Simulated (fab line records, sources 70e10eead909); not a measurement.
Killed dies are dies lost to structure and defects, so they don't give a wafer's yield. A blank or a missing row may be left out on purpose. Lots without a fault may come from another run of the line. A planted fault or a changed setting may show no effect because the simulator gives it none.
Which tool did it? | flow nand_harc | 12 lots, 36 wafers sampled, at 6 steps of a route of 1159

WHAT THE GAUGES READ, wafer by wafer
NHARC_P_GATE_CD_MEAS_59: target cd 720 nm.
lot  | measured     | on        | cd_nm (nm)
L636 | day 5 03:38  | cd_sem-02 | 721.8 717.7 718.4
L638 | day 5 21:53  | cd_sem-02 | 718.5 718.1 717.7
L640 | day 6 07:49  | cd_sem-01 | 721.6 720.0 719.6
L641 | day 6 16:35  | cd_sem-03 | 719.5 718.8 721.6
L642 | day 7 01:43  | cd_sem-01 | - - -
L650 | day 8 20:17  | cd_sem-03 | 716.8 717.5 720.2
L651 | day 8 20:56  | cd_sem-01 | 720.9 719.6 720.4
L655 | day 9 21:46  | cd_sem-02 | 719.8 720.4 722.0
L654 | day 9 22:24  | cd_sem-03 | 717.2 720.2 717.0
L656 | day 10 03:59 | cd_sem-03 | 715.4 716.2 716.3
L658 | day 10 11:44 | cd_sem-03 | 722.4 722.6 718.4
L659 | day 11 06:11 | cd_sem-03 | 719.9 720.6 719.5

NHARC_END_SORT_01.
lot  | measured     | on        | killed_at_array | killed_at_other | killed_at_periphery | killed_dies | killed_open | killed_short
L636 | day 20 15:32 | prober-02 | 31 27 30        | 0 0 0           | 1 1 1               | 32 28 31    | 1 3 0       | 5 0 1
L641 | day 21 16:17 | prober-01 | 19 11 22        | 1 0 2           | 1 1 1               | 21 12 25    | 2 1 3       | 2 2 2
L642 | day 21 23:13 | prober-02 | 18 22 14        | 1 0 3           | 658 655 660         | 677 677 677 | 4 7 3       | 5 4 1
L650 | day 24 05:20 | prober-02 | 37 40 48        | 0 0 2           | 3 0 1               | 40 40 51    | 2 0 4       | 3 1 1
L651 | day 23 09:14 | prober-01 | 20 19 15        | 6 7 4           | 4 3 1               | 30 29 20    | 6 4 3       | 3 2 1

WHICH TOOL RAN EACH LOT (tool, then ch and the chambers of the sampled wafers, then the start)
lot  | NHARC_P_GATE_ETCH_104              | NHARC_P_GATE_ETCH_114                         | NHARC_P_GATE_EXPOSE_56            | NHARC_P_GATE_STRIP_76
L636 | rie_diel-12 ch 0,2,3, day 4 14:11  | rie_diel-12 ch 2,3, day 5 03:28 or earlier    | krf_scanner-04 ch 0, day 5 03:28  | plasma_asher-02 ch 0,1, day 5 04:29
L638 | rie_diel-12 ch 0,1,3, day 5 08:23  | rie_diel-12 ch 1,3, day 5 21:44 or earlier    | krf_scanner-01 ch 0, day 5 21:44  | plasma_asher-01 ch 0,1, day 5 22:42
L640 | rie_diel-13 ch 0,2, day 5 18:22    | rie_diel-13 ch 0,1,3, day 6 07:40 or earlier  | krf_scanner-01 ch 0, day 6 07:40  | plasma_asher-01 ch 0,1, day 6 08:37
L641 | rie_diel-09 ch 0,1, day 6 03:09    | rie_diel-09 ch 0,1,2, day 6 16:26 or earlier  | krf_scanner-01 ch 0, day 6 16:26  | plasma_asher-02 ch 0,1, day 6 17:23
L642 | rie_diel-09 ch 1,2, day 6 12:05    | rie_diel-09 ch 1,2, day 7 01:34 or earlier    | krf_scanner-03 ch 0, day 7 01:34  | plasma_asher-02 ch 0,1, day 7 02:31
L650 | rie_diel-12 ch 1,2, day 8 06:25    | rie_diel-12 ch 0,2, day 8 20:08 or earlier    | krf_scanner-04 ch 0, day 8 20:08  | plasma_asher-01 ch 0,1, day 8 21:08
L651 | rie_diel-13 ch 1,2,3, day 8 07:16  | rie_diel-13 ch 0,2,3, day 8 20:47 or earlier  | krf_scanner-01 ch 0, day 8 20:47  | plasma_asher-01 ch 0,1, day 8 21:44
L655 | rie_diel-13 ch 1,2,3, day 9 08:19  | rie_diel-13 ch 1,2, day 9 21:36 or earlier    | krf_scanner-03 ch 0, day 9 21:36  | plasma_asher-02 ch 0,1, day 9 22:33
L654 | rie_diel-09 ch 0,2,3, day 9 08:58  | rie_diel-09 ch 1,2,3, day 9 22:15 or earlier  | krf_scanner-01 ch 0, day 9 22:15  | plasma_asher-02 ch 0,1, day 9 23:12
L656 | rie_diel-13 ch 1,3, day 9 14:20    | rie_diel-13 ch 0,2,3, day 10 03:50 or earlier | krf_scanner-04 ch 0, day 10 03:50 | plasma_asher-02 ch 0,1, day 10 04:47
L658 | rie_diel-12 ch 0,1,3, day 9 22:00  | rie_diel-12 ch 2,3, day 10 11:34 or earlier   | krf_scanner-03 ch 0, day 10 11:34 | plasma_asher-02 ch 0,1, day 10 12:31
L659 | rie_diel-13 ch 0,2,3, day 10 16:45 | rie_diel-13 ch 0,2,3, day 11 06:02 or earlier | krf_scanner-03 ch 0, day 11 06:02 | plasma_asher-01 ch 0,1, day 11 06:59
- NHARC_P_GATE_ETCH_104: etches the open film in CF4/CHF3, target depth 60 nm.
- NHARC_P_GATE_ETCH_114: etches the open film in CF4/O2, target depth 30 nm, overetch 3 nm, time 16.5 s.
- NHARC_P_GATE_EXPOSE_56: exposes mask P PSD, target cd 720 nm.
- NHARC_P_GATE_STRIP_76: strips in O2.

WHAT THE TOOLS THEMSELVES READ (means of the sampled wafers that have a number; where no wafer has one, the mark that the record gives instead)
NHARC_P_GATE_ETCH_104.
lot  | tool        | drypump_motor_current_A (A) | oes_product_au (a.u.) | rf_vpp_V (V) | showerhead_plenum_p_Torr (Torr) | throttle_valve_pct (%)
L636 | rie_diel-12 | 5.6                         | 0.962                 | 372.9        | 1.64                            | 16.804
L638 | rie_diel-12 | 5.6                         | 0.938                 | 372.7        | 1.62                            | 16.787
L640 | rie_diel-13 | 6.0                         | 0.952                 | 371.8        | 1.59                            | 16.812
L641 | rie_diel-09 | 6.4                         | 0.949                 | 369.7        | 1.55                            | 16.804
L642 | rie_diel-09 | 5.8                         | 0.959                 | 372.3        | 1.62                            | 16.803
L650 | rie_diel-12 | 6.3                         | 0.930                 | 372.9        | 1.66                            | 16.794
L651 | rie_diel-13 | 5.8                         | 0.927                 | 371.8        | 1.59                            | 16.804
L655 | rie_diel-13 | 5.8                         | 0.924                 | 371.5        | 1.59                            | 16.796
L654 | rie_diel-09 | 5.5                         | 0.966                 | 371.0        | 1.58                            | 16.798
L656 | rie_diel-13 | 5.6                         | 0.916                 | 373.1        | 1.65                            | 16.803
L658 | rie_diel-12 | 5.6                         | 0.951                 | 372.3        | 1.61                            | 16.801
L659 | rie_diel-13 | 5.9                         | 0.946                 | 370.5        | 1.56                            | 16.803

NHARC_P_GATE_ETCH_114.
lot  | tool        | drypump_motor_current_A (A) | o2_flow_sccm (sccm) | oes_product_au (a.u.) | rf_vpp_V (V) | showerhead_plenum_p_Torr (Torr) | throttle_valve_pct (%)
L636 | rie_diel-12 | 5.9                         | 20.01               | 1.008                 | 199.8        | 1.42                            | 13.391
L638 | rie_diel-12 | 5.5                         | 19.99               | 0.997                 | 198.8        | 1.40                            | 13.399
L640 | rie_diel-13 | 5.7                         | 20.02               | 0.993                 | 198.8        | 1.39                            | 13.400
L641 | rie_diel-09 | 5.9                         | 19.95               | 0.982                 | 197.4        | 1.33                            | 13.401
L642 | rie_diel-09 | 6.3                         | 19.97               | 0.989                 | 198.7        | 1.36                            | 13.402
L650 | rie_diel-12 | 6.0                         | 20.03               | 1.004                 | 198.7        | 1.40                            | 13.390
L651 | rie_diel-13 | 5.9                         | 19.99               | 0.989                 | 198.5        | 1.33                            | 13.393
L655 | rie_diel-13 | 6.1                         | 19.95               | 0.992                 | 198.1        | 1.33                            | 13.402
L654 | rie_diel-09 | 5.8                         | 19.92               | 0.994                 | 198.1        | 1.37                            | 13.392
L656 | rie_diel-13 | 5.9                         | 20.05               | 0.999                 | 197.6        | 1.33                            | 13.390
L658 | rie_diel-12 | 5.6                         | 20.02               | 0.994                 | 199.9        | 1.41                            | 13.403
L659 | rie_diel-13 | 5.9                         | 19.98               | 1.011                 | 197.9        | 1.33                            | 13.399

NHARC_P_GATE_STRIP_76.
lot  | tool            | drypump_motor_current_A (A) | heater_power_w (W)
L636 | plasma_asher-02 | 6.00                        | 302
L638 | plasma_asher-01 | 5.83                        | 301
L640 | plasma_asher-01 | 5.82                        | 301
L641 | plasma_asher-02 | 6.11                        | 294
L642 | plasma_asher-02 | 5.99                        | 302
L650 | plasma_asher-01 | 5.83                        | 305
L651 | plasma_asher-01 | 5.68                        | 301
L655 | plasma_asher-02 | 6.11                        | 287
L654 | plasma_asher-02 | 6.13                        | 288
L656 | plasma_asher-02 | 6.12                        | 285
L658 | plasma_asher-02 | 5.97                        | 295
L659 | plasma_asher-01 | 5.82                        | 302

THE ANSWER, worked out from the rows above alone
Rule: what is usual is taken from the lots themselves. Put in order of their means at a reading, lots are off if they are a third of the lots or fewer, leave a main group of 4 or more, and stand apart from it by a gap of 3 or more times the standard deviation of the main group's means; of several such gaps the widest counts. A main group whose means are all the same, to the digits that the tables above print for the reading, isn't used. A lot without any number at a reading at which 4 lots or more have one is off too. The other lots that the step has rows for count as sound. The gauges are gone through in route order, then the tools' own readings, and for those a lot's mean is taken as printed above. The first step at which some lot is off is used, and at that step the reading that is off furthest; a lot without a number counts as furthest.
Off: L642, at NHARC_P_GATE_CD_MEAS_59 (cd_nm). Without a number there: L642. The main group: mean 719.3 nm, standard deviation 1.5.
A tool fits if, at a process step before that reading, it ran every lot that is off, and no sound lot after the first of them. The gauges at NHARC_P_GATE_CD_MEAS_59 aren't tried: what is off there is off at NHARC_END_SORT_01 too, on other tools, and a gauge's error can't cause that. NHARC_P_GATE_ETCH_114 gives no start for some lots, so the hours and the order of its lots are those of NHARC_P_GATE_EXPOSE_56. None of those tried fits.

WHAT THE SIMULATOR HAD PUT IN
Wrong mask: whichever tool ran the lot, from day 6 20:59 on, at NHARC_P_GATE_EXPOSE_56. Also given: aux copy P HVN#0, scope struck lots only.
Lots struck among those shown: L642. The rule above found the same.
